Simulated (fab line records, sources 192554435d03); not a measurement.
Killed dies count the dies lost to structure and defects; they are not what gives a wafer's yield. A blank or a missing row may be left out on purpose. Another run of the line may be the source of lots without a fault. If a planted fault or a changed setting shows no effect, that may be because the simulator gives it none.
Which of the tools did it? -- flow n5_finfet -- 24 lots, 72 wafers sampled, at 6 steps of a route of 1938

== WHAT THE GAUGES READ, wafer by wafer ==
N5_BEOL_M11_OVL_MEAS_29.
lot,measured,on,V10_OVL (nm)
L074,day 10 14:17,overlay-01,-1.2 -0.8 -0.7
L075,day 10 14:27,overlay-01,0.7 0.7 -0.2
L076,day 10 17:05,overlay-02,0.6 -1.5 -0.3
L078,day 11 07:55,overlay-01,-1.4 0.0 -1.1
L077,day 11 08:29,overlay-02,0.7 0.4 0.3
L079,day 11 08:18,overlay-01,-0.2 0.1 -0.9
L080,day 11 13:55,overlay-01,0.6 0.4 -0.6
L081,day 11 23:52,overlay-01,-0.2 -0.6 -0.6
L082,day 12 07:41,overlay-01,-1.6 -1.2 -1.2
L083,day 12 11:16,overlay-02,1.0 1.9 -0.8
L084,day 12 18:53,overlay-01,-1.1 -0.6 -1.1
L085,day 12 23:56,overlay-01,-0.8 -1.1 0.2
L086,day 13 06:35,overlay-02,-1.3 -0.8 -1.4
L088,day 13 12:37,overlay-01,-0.1 0.5 -0.1
L089,day 13 19:13,overlay-02,-1.1 1.2 -0.8
L090,day 13 19:38,overlay-02,0.2 -1.1 -0.9
L087,day 13 23:22,overlay-02,1.3 0.5 0.2
L091,day 14 01:14,overlay-02,-0.8 1.1 0.1
L092,day 15 16:29,overlay-02,-0.4 -0.1 -0.1
L093,day 15 19:38,overlay-01,0.4 -1.1 -0.3
L097,day 15 19:29,overlay-02,-1.1 -0.2 -0.8
L094,day 15 19:49,overlay-02,-0.1 0.1 1.0
L095,day 15 22:59,overlay-02,-0.2 0.3 -0.3
L096,day 17 00:20,overlay-02,-0.5 -0.8 0.4

N5_BEOL_M11_CD_MEAS_35: target cd 70 nm.
lot,measured,on,cd_nm (nm)
L074,day 10 14:59,cd_sem-02,68.7 69.7 69.1
L075,day 10 15:27,cd_sem-03,69.7 69.8 70.4
L076,day 10 18:29,cd_sem-03,69.5 70.2 69.8
L078,day 11 08:38,cd_sem-03,70.0 69.0 69.4
L077,day 11 09:12,cd_sem-02,70.0 69.5 69.3
L079,day 11 09:01,cd_sem-03,70.7 70.9 70.6
L080,day 11 14:46,cd_sem-02,69.7 70.2 69.7
L081,day 12 00:34,cd_sem-02,69.4 69.7 68.5
L082,day 12 08:30,cd_sem-01,70.1 69.5 70.2
L083,day 12 11:59,cd_sem-01,69.3 70.2 70.5
L084,day 12 19:47,cd_sem-03,71.0 70.6 69.8
L085,day 13 00:46,cd_sem-01,70.2 71.5 71.1
L086,day 13 07:19,cd_sem-01,70.9 70.4 70.8
L088,day 13 13:31,cd_sem-02,69.1 69.1 69.1
L089,day 13 19:56,cd_sem-01,68.7 69.4 68.7
L090,day 13 21:04,cd_sem-01,70.2 70.4 70.7
L087,day 14 00:05,cd_sem-02,69.6 70.0 69.8
L091,day 14 02:02,cd_sem-01,71.0 70.2 70.5
L092,day 15 17:12,cd_sem-03,70.7 69.7 70.0
L093,day 15 20:21,cd_sem-02,70.6 69.6 70.2
L097,day 15 20:11,cd_sem-02,69.7 69.1 68.3
L094,day 15 20:44,cd_sem-02,69.0 70.1 70.4
L095,day 15 23:42,cd_sem-03,70.5 70.0 70.4
L096,day 17 01:11,cd_sem-02,69.5 68.2 69.0

N5_BEOL_M11_RS_MEAS_57: uses a four-point probe to measure.
lot,measured,on,M11_RS (ohm/sq)
L074,day 10 18:50,film_metro-02,0.150 0.147 0.151
L075,day 10 19:13,film_metro-02,0.155 0.154 0.156
L076,day 10 22:29,film_metro-01,0.149 0.152 0.150
L078,day 11 10:44,film_metro-02,0.153 0.151 0.154
L077,day 11 11:59,film_metro-01,0.153 0.153 0.150
L079,day 11 11:24,film_metro-02,0.150 0.147 0.149
L080,day 11 17:20,film_metro-02,0.157 0.150 0.152
L081,day 12 02:49,film_metro-01,0.158 0.159 0.156
L082,day 12 12:26,film_metro-01,0.155 0.160 0.157
L083,day 12 14:20,film_metro-01,0.151 0.152 0.153
L084,day 12 23:18,film_metro-01,0.158 0.153 0.156
L085,day 13 02:52,film_metro-01,0.155 0.152 0.157
L086,day 13 09:49,film_metro-01,0.153 0.155 0.157
L088,day 13 16:02,film_metro-01,0.150 0.154 0.150
L089,day 13 22:43,film_metro-02,0.156 0.155 0.153
L090,day 14 00:02,film_metro-02,0.156 0.157 0.159
L087,day 14 02:50,film_metro-01,0.149 0.153 0.152
L091,day 14 04:33,film_metro-02,0.154 0.156 0.155
L092,day 15 19:47,film_metro-01,0.153 0.158 0.157
L093,day 15 22:35,film_metro-02,0.152 0.148 0.145
L097,day 15 23:16,film_metro-02,0.158 0.157 0.153
L094,day 16 00:41,film_metro-01,0.157 0.150 0.156
L095,day 16 01:59,film_metro-02,0.148 0.151 0.150
L096,day 17 03:47,film_metro-01,0.159 0.157 0.154

N5_BEOL_M12_OCD_MEAS_35.
lot,measured,on,trench_depth_nm (nm)
L074,day 10 20:58,ocd-01,322 310 315
L075,day 10 21:28,ocd-02,309 317 317
L076,day 11 00:51,ocd-01,324 316 318
L078,day 11 13:21,ocd-02,326 323 326
L077,day 11 14:20,ocd-02,319 313 310
L079,day 11 13:50,ocd-02,309 315 317
L080,day 11 19:59,ocd-02,318 317 321
L081,day 12 05:02,ocd-02,320 310 325
L082,day 12 14:35,ocd-02,315 321 317
L083,day 12 17:05,ocd-02,316 315 324
L084,day 13 01:51,ocd-02,318 316 325
L085,day 13 05:37,ocd-02,326 317 323
L086,day 13 12:29,ocd-01,319 312 314
L088,day 13 18:16,ocd-02,316 314 318
L089,day 14 01:01,ocd-02,321 312 323
L090,day 14 02:11,ocd-01,316 313 322
L087,day 14 05:07,ocd-01,319 312 324
L091,day 14 06:37,ocd-02,323 328 320
L092,day 15 21:49,ocd-02,311 321 320
L093,day 16 01:02,ocd-01,321 324 317
L097,day 16 01:36,ocd-02,321 319 313
L094,day 16 02:52,ocd-01,324 325 323
L095,day 16 04:08,ocd-01,314 322 310
L096,day 17 06:40,ocd-02,326 319 321

== WHICH TOOL RAN EACH LOT (tool, then ch and the chambers of the sampled wafers, then the start) ==
lot,N5_BEOL_M11_CURE_71,N5_BEOL_M11_ETCH_65
L074,"uv_cure-03 ch 1, day 10 08:31","rie_diel-02 ch 1,2,3, day 10 14:23"
L075,"uv_cure-03 ch 0, day 10 09:02","rie_diel-04 ch 2,3, day 10 14:50"
L076,"uv_cure-03 ch 2, day 10 12:38","rie_diel-06 ch 1,2, day 10 17:52"
L078,"uv_cure-01 ch 0, day 11 03:17","rie_diel-04 ch 0,2,3, day 11 08:01"
L077,"uv_cure-02 ch 1, day 11 04:10","rie_diel-04 ch 1,2,3, day 11 08:34"
L079,"uv_cure-01 ch 2, day 11 04:19","rie_diel-02 ch 1,3, day 11 08:23"
L080,"uv_cure-01 ch 1, day 11 10:51","rie_diel-04 ch 0,2, day 11 14:10"
L081,"uv_cure-02 ch 2, day 11 19:52","rie_diel-04 ch 1,2,3, day 11 23:58"
L082,"uv_cure-01 ch 2, day 12 02:42","rie_diel-02 ch 1,2, day 12 07:46"
L083,"uv_cure-03 ch 1, day 12 06:02","rie_diel-06 ch 1,2,3, day 12 11:22"
L084,"uv_cure-01 ch 1, day 12 15:53","rie_diel-04 ch 0,2, day 12 19:11"
L085,"uv_cure-01 ch 1, day 12 20:29","rie_diel-04 ch 0,1, day 13 00:02"
L086,"uv_cure-01 ch 2, day 13 04:17","rie_diel-04 ch 0,1,3, day 13 06:41"
L088,"uv_cure-02 ch 1, day 13 10:00","rie_diel-02 ch 0,1,3, day 13 12:44"
L089,"uv_cure-02 ch 1, day 13 14:20","rie_diel-04 ch 1,2,3, day 13 19:19"
L090,"uv_cure-02 ch 0, day 13 16:04","rie_diel-04 ch 1,3, day 13 20:28"
L087,"uv_cure-01 ch 0, day 13 20:29","rie_diel-02 ch 1,3, day 13 23:29"
L091,"uv_cure-01 ch 1, day 13 22:42","rie_diel-04 ch 1,2, day 14 01:20"
L092,"uv_cure-01 ch 0, day 15 13:42","rie_diel-04 ch 0,1,2, day 15 16:35"
L093,"uv_cure-03 ch 2, day 15 14:58","rie_diel-06 ch 0,3, day 15 19:44"
L097,"uv_cure-02 ch 1, day 15 15:29","rie_diel-04 ch 0,1,2, day 15 19:34"
L094,"uv_cure-03 ch 2, day 15 16:07","rie_diel-04 ch 0,1,2, day 15 20:02"
L095,"uv_cure-03 ch 1, day 15 19:32","rie_diel-02 ch 0,3, day 15 23:05"
L096,"uv_cure-01 ch 1, day 16 19:03","rie_diel-04 ch 2,3, day 17 00:35"
- N5_BEOL_M11_CURE_71: cures SiCOH lowk, time 240 s.
- N5_BEOL_M11_ETCH_65: etches SiARC in CF4, target depth 39 nm, time 65 s.

== AS READ BY THE TOOLS THEMSELVES (means over the sampled wafers that have a number; for cases with no such wafer, the mark the record gives instead) ==
N5_BEOL_M11_CURE_71.
lot,tool,lamp_power_pct (%),wafer_temp_C_max
L074,uv_cure-03,52.34,386.8
L075,uv_cure-03,52.29,387.0
L076,uv_cure-03,52.28,386.1
L078,uv_cure-01,52.25,385.7
L077,uv_cure-02,52.34,387.0
L079,uv_cure-01,52.31,386.5
L080,uv_cure-01,52.32,387.0
L081,uv_cure-02,52.34,387.2
L082,uv_cure-01,52.34,386.8
L083,uv_cure-03,52.32,387.0
L084,uv_cure-01,52.32,386.7
L085,uv_cure-01,52.29,386.8
L086,uv_cure-01,52.33,386.9
L088,uv_cure-02,52.31,386.9
L089,uv_cure-02,52.33,386.6
L090,uv_cure-02,52.30,387.2
L087,uv_cure-01,52.30,385.8
L091,uv_cure-01,52.35,386.8
L092,uv_cure-01,52.31,385.7
L093,uv_cure-03,52.28,386.3
L097,uv_cure-02,52.31,387.3
L094,uv_cure-03,52.32,386.7
L095,uv_cure-03,52.34,386.6
L096,uv_cure-01,52.32,386.5

N5_BEOL_M11_ETCH_65.
lot,tool,drypump_motor_current_A (A),etch_rf_on_time_s (s),oes_product_au (a.u.),rf_vpp_V (V),showerhead_plenum_p_Torr (Torr),throttle_valve_pct (%)
L074,rie_diel-02,5.6,64.7,0.68,184.1,2.14,15.53
L075,rie_diel-04,5.8,66.5,0.62,185.2,2.22,15.54
L076,rie_diel-06,5.8,64.8,0.70,183.7,2.10,15.64
L078,rie_diel-04,5.8,66.1,0.61,184.9,2.18,15.59
L077,rie_diel-04,5.8,67.1,0.63,184.4,2.17,15.51
L079,rie_diel-02,5.5,64.3,0.70,183.9,2.15,15.47
L080,rie_diel-04,6.0,66.2,0.60,184.3,2.19,15.55
L081,rie_diel-04,5.8,66.3,0.63,184.2,2.17,15.53
L082,rie_diel-02,5.7,65.1,0.64,183.1,2.13,15.62
L083,rie_diel-06,5.6,65.0,0.65,183.4,2.09,15.77
L084,rie_diel-04,6.0,65.8,0.60,184.6,2.18,15.57
L085,rie_diel-04,5.8,68.0,0.64,183.9,2.08,15.50
L086,rie_diel-04,5.7,67.0,0.62,183.8,2.12,15.58
L088,rie_diel-02,5.6,64.2,0.71,184.6,2.15,15.61
L089,rie_diel-04,5.8,66.4,0.62,184.2,2.16,15.54
L090,rie_diel-04,5.7,67.5,0.64,184.4,2.11,15.52
L087,rie_diel-02,5.8,65.7,0.70,184.4,2.15,15.68
L091,rie_diel-04,6.0,66.6,0.62,184.1,2.16,15.51
L092,rie_diel-04,5.9,65.8,0.70,183.9,2.13,15.41
L093,rie_diel-06,5.2,63.6,0.73,184.7,2.13,15.45
L097,rie_diel-04,5.9,66.1,0.69,184.1,2.13,15.41
L094,rie_diel-04,5.9,67.2,0.68,184.6,2.12,15.42
L095,rie_diel-02,5.2,63.8,0.68,183.9,2.15,15.47
L096,rie_diel-04,5.9,67.2,0.59,185.0,2.20,15.63

== THE ANSWER, worked out from the rows above alone ==
Rule: the usual values come from the lots themselves. Put in order of their means at a reading, lots are off if they are a third of the lots or fewer, leave a main group of 4 or more, and stand apart from it by a gap of 3 or more times the standard deviation of the main group's means; of several such gaps the widest counts. If all means in a main group match to the digits the tables above print for the reading, that group is not used. Also off: a lot with no number at a reading for which 4 or more lots have one. The other lots that the step has rows for count as sound. The gauges are gone through in route order, then the tools' own readings, and for those a lot's mean is taken as printed above. At the first step where some lot is off, the reading lying furthest off is the one used; lots without a number count as furthest.
No lot is off at any reading shown: from this, nothing can be told.

== WHAT WAS PUT IN BY THE SIMULATOR ==
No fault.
